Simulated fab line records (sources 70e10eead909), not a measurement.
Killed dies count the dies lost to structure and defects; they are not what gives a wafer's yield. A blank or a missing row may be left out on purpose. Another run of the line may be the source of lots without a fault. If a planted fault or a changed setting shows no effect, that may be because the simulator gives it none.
Matching of chambers || flow nand harc || ald hk-04 running NHARC_A_CHANNEL_FILL_D1_ALD_16: 4 sister chambers
The step deposits SiO2, target thk 1.5 nm, pulse time 10 s, ald cycles 15. 20 wafers are shown with their chamber, then 10 later ones without.

## WAFERS PAIRED WITH THEIR CHAMBERS
{"wafer": "L074.1", "chamber": 3, "heater power w (W)": 422, "susceptor temp C (C)": 299.95, "precursor pulse height rel": 1.019}
{"wafer": "L074.2", "chamber": 1, "heater power w (W)": 505, "susceptor temp C (C)": 300.36, "precursor pulse height rel": 1.020}
{"wafer": "L074.4", "chamber": 0, "heater power w (W)": 470, "susceptor temp C (C)": 300.02, "precursor pulse height rel": 0.962}
{"wafer": "L077.2", "chamber": 0, "heater power w (W)": 475, "susceptor temp C (C)": 300.09, "precursor pulse height rel": 1.004}
{"wafer": "L077.3", "chamber": 2, "heater power w (W)": 495, "susceptor temp C (C)": 299.75, "precursor pulse height rel": 0.989}
{"wafer": "L077.6", "chamber": 0, "heater power w (W)": 472, "susceptor temp C (C)": 300.26, "precursor pulse height rel": 1.019}
{"wafer": "L079.2", "chamber": 2, "heater power w (W)": 500, "susceptor temp C (C)": 299.89, "precursor pulse height rel": 1.022}
{"wafer": "L079.5", "chamber": 1, "heater power w (W)": 507, "susceptor temp C (C)": 300.21, "precursor pulse height rel": 0.996}
{"wafer": "L079.6", "chamber": 2, "heater power w (W)": 520, "susceptor temp C (C)": 299.87, "precursor pulse height rel": 0.987}
{"wafer": "L081.3", "chamber": 0, "heater power w (W)": 475, "susceptor temp C (C)": 299.80, "precursor pulse height rel": 0.944}
{"wafer": "L081.4", "chamber": 2, "heater power w (W)": 476, "susceptor temp C (C)": 299.89, "precursor pulse height rel": 1.024}
{"wafer": "L081.6", "chamber": 3, "heater power w (W)": 445, "susceptor temp C (C)": 299.84, "precursor pulse height rel": 0.983}
{"wafer": "L084.2", "chamber": 2, "heater power w (W)": 487, "susceptor temp C (C)": 300.10, "precursor pulse height rel": 0.952}
{"wafer": "L084.3", "chamber": 1, "heater power w (W)": 516, "susceptor temp C (C)": 300.08, "precursor pulse height rel": 1.019}
{"wafer": "L084.5", "chamber": 1, "heater power w (W)": 507, "susceptor temp C (C)": 300.31, "precursor pulse height rel": 1.013}
{"wafer": "L085.1", "chamber": 3, "heater power w (W)": 441, "susceptor temp C (C)": 299.97, "precursor pulse height rel": 1.018}
{"wafer": "L085.2", "chamber": 1, "heater power w (W)": 497, "susceptor temp C (C)": 300.04, "precursor pulse height rel": 1.006}
{"wafer": "L085.3", "chamber": 2, "heater power w (W)": 482, "susceptor temp C (C)": 299.61, "precursor pulse height rel": 1.005}
{"wafer": "L089.1", "chamber": 3, "heater power w (W)": 445, "susceptor temp C (C)": 299.51, "precursor pulse height rel": 1.036}
{"wafer": "L089.3", "chamber": 1, "heater power w (W)": 498, "susceptor temp C (C)": 300.14, "precursor pulse height rel": 1.064}

SIGNATURES (means of the wafers above)
{"reading": "heater power w", "chamber 0": 473.00, "chamber 1": 505.00, "chamber 2": 493.33, "chamber 3": 438.25, "scatter within a chamber": 10.8}
{"reading": "susceptor temp C", "chamber 0": 300.0425, "chamber 1": 300.1900, "chamber 2": 299.8517, "chamber 3": 299.8175, "scatter within a chamber": 0.169}
{"reading": "precursor pulse height rel", "chamber 0": 0.98225, "chamber 1": 1.01967, "chamber 2": 0.99650, "chamber 3": 1.01400, "scatter within a chamber": 0.0269}
Rule: for each reading, subtract the chamber's mean from the wafer's reading, divide by that reading's scatter and square the result; add these up over the readings and take the root, which gives the wafer's distance from the chamber. If the next closest chamber is less than 2 further off than the closest, the wafer can't be placed; otherwise it belongs to the closest. The scatter: take each reading less its chamber's mean, square it, sum over the shown wafers, divide by the number of wafers less the number of chambers, and take the root.

## WAFERS WHOSE CHAMBER IS MISSING
{"wafer": "L089.6", "heater power w (W)": 486, "susceptor temp C (C)": 299.58, "precursor pulse height rel": 1.013}
{"wafer": "L090.1", "heater power w (W)": 436, "susceptor temp C (C)": 300.33, "precursor pulse height rel": 0.980}
{"wafer": "L090.3", "heater power w (W)": 490, "susceptor temp C (C)": 299.98, "precursor pulse height rel": 0.956}
{"wafer": "L090.5", "heater power w (W)": 501, "susceptor temp C (C)": 300.02, "precursor pulse height rel": 0.982}
{"wafer": "L092.1", "heater power w (W)": 502, "susceptor temp C (C)": 299.97, "precursor pulse height rel": 1.037}
{"wafer": "L092.2", "heater power w (W)": 504, "susceptor temp C (C)": 299.78, "precursor pulse height rel": 0.993}
{"wafer": "L092.3", "heater power w (W)": 443, "susceptor temp C (C)": 299.60, "precursor pulse height rel": 0.994}
{"wafer": "L097.2", "heater power w (W)": 437, "susceptor temp C (C)": 300.01, "precursor pulse height rel": 1.005}
{"wafer": "L097.3", "heater power w (W)": 485, "susceptor temp C (C)": 299.81, "precursor pulse height rel": 1.024}
{"wafer": "L097.6", "heater power w (W)": 491, "susceptor temp C (C)": 300.04, "precursor pulse height rel": 1.024}

## THE CHAMBER EACH PASSED THROUGH
{"wafer": "L089.6", "from the rows above": "can't be placed: 2 or 0", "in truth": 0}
{"wafer": "L090.1", "from the rows above": "can't be placed: 3 or 0", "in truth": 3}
{"wafer": "L090.3", "from the rows above": "can't be placed: 2 or 0 or 1", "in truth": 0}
{"wafer": "L090.5", "from the rows above": "can't be placed: 2 or 1 or 0", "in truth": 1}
{"wafer": "L092.1", "from the rows above": "can't be placed: 1 or 2 or 0", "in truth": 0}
{"wafer": "L092.2", "from the rows above": "can't be placed: 2 or 1", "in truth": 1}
{"wafer": "L092.3", "from the rows above": 3, "in truth": 3}
{"wafer": "L097.2", "from the rows above": 3, "in truth": 3}
{"wafer": "L097.3", "from the rows above": "can't be placed: 2 or 0 or 1", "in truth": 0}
{"wafer": "L097.6", "from the rows above": "can't be placed: 2 or 1 or 0", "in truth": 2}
2 of 10 placed correctly. Unplaceable from these rows: 8, with the true chamber sitting among the candidates in 8. Wrongly placed: 0.
